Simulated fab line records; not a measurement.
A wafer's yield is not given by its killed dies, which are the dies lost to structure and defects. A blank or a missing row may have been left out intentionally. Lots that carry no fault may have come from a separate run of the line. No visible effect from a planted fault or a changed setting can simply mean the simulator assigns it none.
fab line records    flow n5Finfet
record lots=5  wafers=13  lastDay=18
route steps=1938 shown BEOL_M1@829 BEOL_M2@841 BEOL_M4@1111 PASSIVATION@1936
lots that met no fault: from a run of the same line without faults
startH: the number of hours between the record's first day and the start of the first shown wafer of the lot    waitH: hours from the lot's prior step to this one    " same as the row above    L1.1+2: a single row standing in for several wafers    - no value present, or no start provided    * or withheld: withheld    < > ~ a bound
route shown NAME@n: a module of which the file shows steps, and the number in the route of the first    usual: the fault-free wafers' mean and standard deviation    same: alike in all rows    chamber/n: place in a boat    sites: per-site readings    _std_site: their standard deviation    _edge_site: inner sites' mean taken away from outer sites' mean    radiusMm: how far each site lies from the wafer's centre    mask NAME#n: copy n    behind: the most recent tool/chamber to have shaped the wafer    hold: why the lot was held/for how many hours/how that ended    device: the n, p or np transistor that did not switch    end of line: the same wafers' tests at the end of the route    for a step that has no rows: nothing shown but its recipe    killed: the dies lost at the first sort to structure and to defects; this is not the yield of the wafer    map: per-die view of a wafer (x killed, . not killed, _ where there is no die)
set.NAME: the setting the step ran with; set.NAME@STEP: the setting that earlier step ran with    model.NAME: the simulator's own value behind a step, which no gauge read
lots at selected steps of the route; one table per step, one row per wafer
services: when a tool's chamber went out of use (startH, in hours from the record's first day, below 0 if earlier), for how many hours, and the reason
## steps
# step N5_BEOL_M1_ANNEAL_95
# recipe tempC=400  timeS=240  ambient=vacuum
# step N5_BEOL_M1_SPUTTER_96
# recipe material=Cu  targetThkA=45  tempC=-20  chamberPressurePa=0.07  powerW=withheld  timeS=8.29
# step N5_BEOL_M1_ECD_50
# recipe material=Cu  targetThkA=3000
# step N5_BEOL_M1_ANNEAL_51
# recipe tempC=225  timeS=90  ambient=N2
# step N5_BEOL_M1_CMP_52
# recipe stopOn=SiOC  tOverpolishS=6.8  downForcePsi=1  platenRpm=50  clearingPlatenDownForcePsi=1.5  clearingPlatenRpm=50  postCmpClean=cuAlkaline  targetThkNm=40  clearingPlatenPadVelocityMS=0.99484  padVelocityMS=0.99484
# step N5_BEOL_M1_PRE_CLEAN_60
# recipe gas=NH3/H2  timeS=15  tempC=*  rfPowerW=300
# step N5_BEOL_M1_CO_CAP_55
# recipe material=Co  targetThkA=20  tempC=200  precursor=CCTBA/H2  pressureTorr=30  timeS=102.1
# step N5_BEOL_M1_PRE_CLEAN_56
# recipe gas=NH3  timeS=15  tempC=withheld  rfPowerW=300
# step N5_BEOL_M1_DEP_57
# recipe material=SiCN  targetThkA=80  tempC=withheld  precursor=3MS/NH3  pressureTorr=3  rfW=202  timeS=14
# step N5_BEOL_M2_ILD_DEP_00
# recipe material=SiOC  targetThkA=790  tempC=350  precursor=DEMS/O2  pressureTorr=5  rfW=500  timeS=15.3
# usual heaterPowerW=470/43  showerheadPlenumPTorr=5.690/0.017  throttleValvePct=12.0/0.64
lot.wafer  tool      chamber  startH  waitH  heaterPowerW  showerheadPlenumPTorr  throttleValvePct  model.SiOC_of_BEOL_M2_ILD_DEP_00.thkNm
L799.2     pecvd-04  1        191.81  0.0    456           5.704                  12.2              78
L799.3     "         0        "       "      538           5.680                  12.1              78
L799.5     "         2        "       "      475           5.665                  11.5              79.8
L804.1     pecvd-04  1        209.18  0.0    439           5.688                  12.4              79.6
L804.2     "         2        "       "      403           5.674                  11.4              78.6
L804.6     "         1        "       "      441           5.692                  12.6              107.8
L803.1     pecvd-02  0        210.95  0.0    457           5.692                  12.6              79.2
L803.3     "         1        "       "      539           5.674                  12.8              78.2
L803.6     "         0        "       "      456           5.703                  12.5              79.8
L805.4     pecvd-04  2        215.30  0.1    432           5.664                  11.3              79.2
L805.6     "         1        "       "      469           5.689                  12.4              108.4
L808.3     pecvd-04  0        233.75  0.0    573           5.688                  12.0              106.4
L808.6     "         2        "       "      416           5.671                  11.5              106.2
# step N5_BEOL_M2_THK_MEAS_01
# recipe reads=SiOC_of_BEOL_M2_ILD_DEP_00
# usual M2_ILD_THK=78.9/0.99
lot.wafer  tool          chamber  startH  waitH  M2_ILD_THK[nm]
L799.2     filmMetro-01  -        191.88  0.1    78.0
L799.3     "             -        "       "      77.9
L799.5     "             -        "       "      79.8
L804.1     filmMetro-01  -        209.24  0.0    79.5
L804.2     "             -        "       "      78.7
L804.6     "             -        "       "      107.7
L803.1     filmMetro-01  -        211.02  0.0    79.1
L803.3     "             -        "       "      78.2
L803.6     "             -        "       "      79.7
L805.4     filmMetro-01  -        215.36  0.0    79.2
L805.6     "             -        "       "      108.4
L808.3     filmMetro-02  -        233.82  0.1    106.3
L808.6     "             -        "       "      106.3
# step N5_BEOL_M2_PECVD_72
# recipe material=SiO2  targetThkA=160  tempC=400  precursor=TEOS/O2  pressureTorr=5.5  rfW=450  teosFlowSccm=53.8  gas=O2  flowSccm=3000  timeS=18
# step N5_BEOL_M2_HM_DEP_02
# recipe material=TiN  targetThkA=200  tempC=25  chamberPressurePa=0.49996
# step N5_BEOL_M2_COAT_61
# recipe resist=SOC  tempC=250  timeS=60  spinRpm=1500  resistThkNm=60
# step N5_BEOL_M2_COAT_62
# recipe resist=SiARC  tempC=220  timeS=60  spinRpm=1500  resistThkNm=12
# step N5_BEOL_M2_COAT_73
# recipe resist=underlayer  tempC=205  timeS=60  spinRpm=1500  resistThkNm=5
# step N5_BEOL_M2_COAT_05
# recipe resist=CAR-EUV  spinRpm=1500  resistThkNm=30
# step N5_BEOL_M2_EBR_07
# recipe solvent=PGMEA  ebrWidthMm=1.5
# step N5_BEOL_M2_SOFTBAKE_06
# recipe tempC=110  timeS=60  resist=CAR-EUV
# step N5_BEOL_M2_EXPOSE_08
# recipe maskId=M2  na=0.33  sourceShape=dipole  sigmaInner=0.369  sigmaOuter=0.767  polarization=unpolarized  doseMj=41.25
# step N5_BEOL_M2_PEB_09
# recipe pebTempC=100  pebTimeS=60  resist=CAR-EUV
# step N5_BEOL_M2_DEVELOP_10
# recipe developTimeS=30  developer=TMAH  resist=CAR-EUV  rinseLiquid=surfactantRinse  dry=airSpin  devTempC=23
# step N5_BEOL_M2_DESCUM_16
# recipe chemistry=O2  timeS=7  sourcePowerW=50  biasPowerW=20  pressureMtorr=20  rfFrequencyHz=2.712e+07  tempC=40  resist=CAR-EUV  o2FlowSccm=225
# step N5_BEOL_M2_ETCH_74
# recipe chemistry=N2/H2  target=underlayer  targetDepthA=65  maskMaterial=CAR-EUV  timeS=5.2  ionEnergyEv=200  pressureMtorr=30  sourceW=840  biasW=150  n2FlowSccm=200  h2FlowSccm=200  ends=cleared
# step N5_BEOL_M2_ETCH_63
# recipe chemistry=CF4  target=SiARC  targetDepthA=156  maskMaterial=CAR-EUV  timeS=26  ionEnergyEv=80  pressureMtorr=40  sourceW=545  biasW=36  Ar_flow_sccm=100  cf4FlowSccm=100  ends=cleared
# step N5_BEOL_M2_ETCH_64
# recipe chemistry=N2/H2  target=SOC  targetDepthA=750  overetchA=225  maskMaterial=SiARC  tempC=40  timeS=121.9  ionEnergyEv=200  pressureMtorr=30  sourceW=840  biasW=150  n2FlowSccm=200  h2FlowSccm=200
# step N5_BEOL_M2_STRIP_65
# recipe chemistry=N2/H2  tempC=40  n2FlowSccm=200  h2FlowSccm=200  rfFrequencyHz=6e+07
# step N5_BEOL_M2_STRIP_75
# recipe chemistry=N2/H2  tempC=40  n2FlowSccm=200  h2FlowSccm=200  rfFrequencyHz=6e+07
# step N5_BEOL_M2_STRIP_66
# recipe chemistry=CF4  resist=SiARC  powerW=300  biasPowerW=75  pressureMtorr=50  cf4FlowSccm=150  rfFrequencyHz=6e+07
# step N5_BEOL_M2_HM_OPEN_17
# recipe chemistry=Cl2/BCl3  targetDepthA=200  overetchA=60  target=TiN  maskMaterial=SOC  ionEnergyEv=150  pressureMtorr=10  icpW=1000  biasW=126  Cl2_flow_sccm=53.25  bcl3FlowSccm=21.75  Ar_flow_sccm=25
# step N5_BEOL_M2_STRIP_19
# recipe chemistry=O2  powerW=400  tempC=40  pressureMtorr=30  rfFrequencyHz=6e+07  biasPowerW=0  overashFraction=0.2  o2FlowSccm=225
# step N5_BEOL_M2_COAT_67
# recipe resist=SOC  tempC=250  timeS=60  spinRpm=1500  resistThkNm=60
# step N5_BEOL_M2_COAT_68
# recipe resist=SiARC  tempC=220  timeS=60  spinRpm=1500  resistThkNm=12
# step N5_BEOL_M2_COAT_76
# recipe resist=underlayer  tempC=205  timeS=60  spinRpm=1500  resistThkNm=5
# step N5_BEOL_M2_COAT_22
# recipe resist=CAR-EUV  spinRpm=1500  resistThkNm=30
# step N5_BEOL_M2_CMP_52
# recipe stopOn=SiOC  tOverpolishS=6.8  downForcePsi=1  platenRpm=50  clearingPlatenDownForcePsi=1.5  clearingPlatenRpm=50  postCmpClean=cuAlkaline  targetThkNm=40  clearingPlatenPadVelocityMS=0.99484  padVelocityMS=0.99484
# usual motorCurrentA=6.1/0.49  padLifeWafers=1326/630
lot.wafer  tool    chamber  startH  waitH  motorCurrentA  padLifeWafers  model.SiOC_of_BEOL_M2_ILD_DEP_00.thkNm
L799.2     cmp-04  2        208.82  0.2    5.9            1992           75
L799.3     "       0        "       "      6.2            1994           75
L799.5     "       2        "       "      5.9            -              76.8
L804.2     cmp-02  3        235.69  0.3    5.6            164            75.6
L804.1     "       0        "       "      7.2            165            76.6
L804.6     "       1        "       "      6.1            -              104.8
L803.1     cmp-01  2        236.35  0.3    6.7            1286           76.2
L803.3     "       3        "       "      5.3            1287           75.2
L803.6     "       1        "       "      5.9            -              76.8
L805.4     cmp-01  3        239.29  0.2    5.3            1310           76.2
L805.6     "       1        "       "      5.9            -              105.4
L808.3     cmp-02  0        257.84  0.2    6.8            324            103.4
L808.6     "       0        "       "      6.7            -              103.2
# step N5_BEOL_M4_RC_MEAS_101
# usual DIBL_N=36.1/1.6  DIBL_P=35.8/2  IOFF_N=0.157/0.029  IOFF_P=0.21/0.034  ION_N=677/13  ION_P=465/8.1  SS_N=71.3/0.61  SS_P=73.2/0.65  VT_N=249/3.3  VT_P=-250/3.2
lot.wafer  tool       chamber  startH  waitH  DIBL_N[mV/V]  DIBL_P[mV/V]  IOFF_N[nA/um]  IOFF_P[nA/um]  ION_N[uA/um]  ION_P[uA/um]  SS_N[mV/dec]  SS_P[mV/dec]  VT_N[mV]  VT_P[mV]
L799.2     prober-01  0        245.02  0.2    35.6          34.8          0.155          0.23           674           462           71.0          72.5          248       -247
L799.3     "          0        "       "      35.3          34.7          0.144          0.24           660           462           71.1          72.7          252       -246
L799.5     "          0        "       "      32.6          31.8          0.116          0.19           661           464           69.8          72.5          251       -246
L804.1     prober-01  0        273.71  0.0    36.1          36.6          0.150          0.17           677           458           71.5          74.2          249       -257
L804.2     "          0        "       "      36.0          36.0          0.143          0.16           675           458           71.0          73.5          257       -257
L803.1     prober-02  0        274.88  0.0    36.0          37.3          0.165          0.24           682           478           71.3          72.7          246       -250
L803.3     "          0        "       "      36.8          38.0          0.177          0.23           695           480           72.0          73.9          246       -249
L803.6     "          0        "       "      36.3          37.4          0.163          0.22           697           475           71.8          72.5          249       -250
L805.4     prober-02  0        292.28  0.5    33.8          33.4          0.130          0.17           680           470           70.5          73.2          250       -253
# step N5_PASSIVATION_PROBE_49
# usual defectLimitedYield=91.0/1.4  killed_at_M0_to_M3=33/11  killed_at_M4_up=14/5  killedAtContacts=11/7.3  killedAtFrontEnd=43/12  killedAtOther=4/3.1  killedDies=106/17  killedOnRim=14/3.8  killedOpen=69/13  killedShort=34/8.7  sort_bin_5_function=5.2/0.96  sort_bin_6_memory=3.3/0.66  sortNPass=1074/17  sortYieldPct=91.0/1.4
# same grossDies=1180  killedAtBackSide=0  sort_bin_4_leakage[%]=0  sort_bin_8_speed[%]=0
lot.wafer  tool       chamber  startH  waitH  defectLimitedYield[%]  killed_at_M0_to_M3  killed_at_M4_up  killedAtContacts  killedAtFrontEnd  killedAtOther  killedDies  killedOnRim  killedOpen  killedShort  sort_bin_5_function[%]  sort_bin_6_memory[%]  sortNPass  sortYieldPct[%]
L804.2     prober-02  -        384.33  0.1    89.7                   47                  7                10                53                4              121         17           81          34           6.4                     3.2                   1059       89.7
L804.6     prober-02  -        384.53  0.3    18.4                   875                 18               18                48                4              963         44           65          37           77.0                    3.1                   217        18.4
L805.6     prober-02  -        407.38  0.3    20.8                   823                 11               41                59                1              935         34           94          45           74.4                    4.6                   245        20.8
L808.3     prober-02  -        425.45  0.1    19.4                   888                 13               5                 43                2              951         24           48          29           77.9                    2.4                   229        19.4
L808.6     prober-02  -        425.60  0.3    20.8                   861                 14               9                 49                2              935         20           57          38           75.4                    3.6                   245        20.8
# killed by level:class
L804.2 BEOL_M0_SAQP:geometricParticle:open=20 BEOL_M0_SAQP:geometricParticle:short=19 STI_FIN_REVEAL:geometricParticle:open=18 FIN_SAQP:geometricParticle:open=17 MOL_CONTACT_COAG:geometricParticle:open=10 FIN_SAQP:geometricParticle:short=7 HKMG_FIN:areaEtch=4 GATE_CUT:geometricParticle:short=3
L804.6 BEOL_M2:areaDep=846 MOL_CONTACT_COAG:geometricParticle:open=15 HKMG_FIN:areaEtch=14 BEOL_M4:geometricParticle:open=9 BEOL_M2:geometricParticle:open=8 STI_FIN_REVEAL:geometricParticle:open=6 BEOL_M0_SAQP:geometricParticle:open=6 FIN_SAQP:geometricParticle:short=5
L805.6 BEOL_M2:areaDep=795 MOL_CONTACT_COAG:geometricParticle:open=33 STI_FIN_REVEAL:geometricParticle:open=18 FIN_SAQP:geometricParticle:short=12 BEOL_M0_SAQP:geometricParticle:short=9 FIN_SAQP:geometricParticle:open=8 MOL_CONTACT_COAG:geometricParticle:short=8 BEOL_M0_SAQP:geometricParticle:open=7
L808.3 BEOL_M2:areaDep=873 FIN_SAQP:geometricParticle:short=11 STI_FIN_REVEAL:geometricParticle:open=5 DUMMY_GATE:geometricParticle:open=5 GATE_CUT:geometricParticle:short=5 GATE_CUT:geometricParticle:open=5 MOL_CONTACT_COAG:geometricParticle:open=5 BEOL_M4:geometricParticle:open=5
L808.6 BEOL_M2:areaDep=838 FIN_SAQP:geometricParticle:short=11 FIN_SAQP:geometricParticle:open=10 BEOL_M1:geometricParticle:open=8 GATE_CUT:geometricParticle:short=7 MOL_CONTACT_COAG:geometricParticle:open=7 GATE_CUT:geometricParticle:open=5 BEOL_M3:geometricParticle:open=5
# map L804.6 (x killed, . not)
_________________..x....x.x..________________
______________.....xxxx.xx....xx_____________
___________.....xxxxxxxx.xxx.x.xx.x__________
__________.x.xxx.xxxxxx.xxxx.xxx...._________
________.x.x.xxxxxxxxxxxxxxxxxx..x...x_______
_______.x.xxxxxxxxxxxxxxxxxxxxxxxxxxx..______
______xx.xxxxxxxxxxxxxxxxxxxxxxxxx.x.xxx_____
_____.xx..xxxxxxxxxxxxxxxxxxxxxxxxxx..x..____
____x...xxxxxxxxxxxxxxxxxxxxxxxxxxxxxx.xx.___
___x..x.xxxxxxxxxxxxxxxxxxxxxxxxxxxxxxx....__
___xxxxxxxxxxxxxxxxxxxxxxxxxxxxxxxxxxxxxx..__
__..x.x.xxxxxxxxxxxxxxxxxxxxxxxxxxxxxxxx.xx._
__....xxxxxxxxxxxxxxxxxxxxxxxxxxxxxxxxxx.x.._
_..xxxxxxxxxxxxxxxxxxxxxxxxxxxxxxxxxxxxxx.x.x
_...xxxxxxxxxxxxxxxxxxxxxxxxxxxxxxx.xxxxxxx.x
_...xxx.xxxxxxxxxxxxxxxxxxxxxxxxxxxxxxxxxxxx.
_x..xxxxxxxxxxxxxxxxxxxxxxxxxxxxxxxxxxxxxx.x.
_...xxxxxxxxxxxxxxxxxxxxxxxxxxxxxxxxxxxxx..x.
_.x.xxxxxxxxxxxxxxxxxxxxxxxxxxxxxxxxxxxxxx..x
_..xxxxxxxxxxxxxxxxxxxxxxxxxxxxxxxxxxxxxxxx..
_xx.xxxxxxxxxxxxxxxxxxxxxxxxxxxxxxxxxxxxxxxx.
__..xxxxxxxxxxxxxxxxxxxxxxxxxxxxxxxxxxxx...._
__.x.xxxxxxxxxxxxxxxxxxxxxxxxxxxxxxxxxx.xxx._
___.x..xxxxxxxxxxxxxxxxxxxxxxxxxxxxxxxx.x..__
___...x.xxxxxxxxxxxxxxxxxxxxxxxxxxxxxxx.xx.__
____x.x.xxxxxxxxxxxxxxxxxxxxxxxxxxxxxx.xx.___
_____....x.xxxxxxxxxxxxxxxxxxxxxx.xxx....____
______..xx.xxxxxxxxxxxxxxxxxxxxxxx...x.._____
_______..xxxxxxxxxxxxxxxxxxxxxxxxxxx...______
________....xxxxxxxxxxxxxxxxxxxxx.x..._______
__________x..xx.xxxxxxxxxx..xxxx...._________
___________......xxx.x.xxx.xx......__________
______________.xx...x.xxxx..x.xx_____________
_________________x....x.x..x.________________
# map L805.6 (x killed, . not)
_________________.x.....x..x.________________
______________.....xx.xxx.....x._____________
___________...xx.xx..xxxx.xxxx.....__________
__________x.x.x.xxxxxxx.xxxxxx...x.._________
________..x.xxxxxxxxxxxxxxxxxxx..xxx.._______
_______....xxxxxxxxxxxxxxxxxxxx.x.xx...______
______x...xxxxxx.xxxxxxxxxxxxxxxxxxxxx.._____
_____...xxxxxxxxxxxxxxxxxxxxxxxxxxxxxx..x____
____...xxxxxxxxxxxxxxxxxxxxxxxxxxxxxxx.xx.___
___....xxxxxxxxxxxxxxxxxxxxxxxxxxxxxxx.xx..__
___..xxxxxxxxxxxxxxxxxxxxxxxxxxxxxxxx..x..x__
__..xxxxxxxxxxxxxxxxxxxxxxxxxxxxxxxxxxxx...._
__...xx.xxxxxxxxxxxxxxxxxxxxxxxxxxxxxxxxx..._
_...xxxxxxxxxxxxxxxxxxxxxxxxxxxxxxxxxxxxx.xx.
_..x.xxxxxxxxxxxxxxxxxxxxxxxxxxxxxxxxxxxxxx..
_.x.xxxxxxxxxxxxxxxxxxxxxxxxxxxxxxxxxxxxx....
_..x.xxxxxxxxxxxxxxxxxxxxxxxxxxxxxxxxxx.xx..x
_...xxxxxxxxxxxxxxxxxxxxxxxxxxxxxxxxxxxxxxx..
_.....xxxxxxxxxxxxxxxxxxxxxxxxxxxxxxxxxx.x..x
_...xxxxxxxxxxxxxxxxxxxxxxxxxxxxxxxxxxxxxx...
_..x.xxxxxxxxxxxxxxxxxxxxxxxxxxxxxxxxxxxx....
__xx.xxxxxxxxxxxxxxxxxxxxxxxxxxxxxxxxx.xx.x._
__....xxxxxxxxxxxxxxxxxxxxxxxxxxxxxxxxxxx..x_
___.x.xxxxxxxxxxxxxxxxxxxxxxxxxxxxxxx.x.x..__
___..xxxxxxxxxxxxxxxxxxxxxxxxxxxxxxxxx.....__
____.x.x.xxxxxxxxxxxxxxxxxxxxxxxxxxxxxxx.x___
_____x..xxxxxxxxxxxxxxxxxxxxxxxxxxxxxx...____
______...xxxxxxxxxxxxxxxxxxxx.xxxxxxxx.._____
_______.x..xxx.xxxxxxxx.xxxxxxxxxxx..x.______
________x.x.xxxxxxxxxxxxxxxxxxxx.....x_______
__________....x.xxx.xxxxxx.xxxx..x.._________
___________.xxx...xxx.x.xxxx.x.....__________
______________x.....x....xx.x..._____________
_________________x..x..x..x..________________
## services
tool      chamber  startH  hours  kind
pecvd-04  2        168.05  5.5    scheduledDown
pecvd-04  1        177.63  6.5    repair
cmp-01    -        178.30  3.8    pm
cmp-01    -        184.37  8.5    repair
cmp-04    -        184.95  0.2    repair
cmp-02    -        212.65  4.0    pm
cmp-02    -        216.65  -      consumableReplace:conditioner
cmp-02    -        216.65  -      consumableReplace:pad
cmp-04    -        218.33  4.0    pm
cmp-04    -        222.33  -      consumableReplace:conditioner
cmp-04    -        222.33  -      consumableReplace:pad
pecvd-02  -        223.37  1.4    repair
pecvd-02  0        226.94  5.0    scheduledDown
cmp-04    -        231.61  7.9    repair
cmp-02    -        253.81  1.8    repair
## key
firstSign step=N5_BEOL_M2_THK_MEAS_01  reading=M2_ILD_THK  direction=up  sigmas=29  usual=78.9  struck=107.2
effect step=N5_PASSIVATION_PROBE_49  reading=killed_at_M0_to_M3  direction=up  sigmas=77  usual=33  struck=862
modelEffect step=N5_BEOL_M2_ILD_DEP_00  value=SiOC_of_BEOL_M2_ILD_DEP_00.thkNm  without=79.35  struck=107.2
modelEffect step=N5_BEOL_M2_CMP_52  value=SiOC_of_BEOL_M2_ILD_DEP_00.thkNm  without=76.35  struck=104.2
moreKillsBornAt N5_BEOL_M2_ILD_DEP_00@pecvd-04=3352
metAt N5_BEOL_M2_ILD_DEP_00
struckWafers L804.6,L805.6,L808.3,L808.6
laterRowsLeftOut L804.6,L805.6,L808.3,L808.6
onsetBetween 191.81 209.18
fault kind=processParameterDrift  tool=pecvd-04  chamber=-  onsetH=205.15  steps=N5_BEOL_M2_ILD_DEP_00  channel=timeS  offset=*  shape=step  endH=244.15  scope=struckWafersOnly  actsIn=*  stated=*
# laterRowsLeftOut: the simulator's readings of these wafers behind a module that went badly wrong aren't trusted and aren't shown, but for the sort
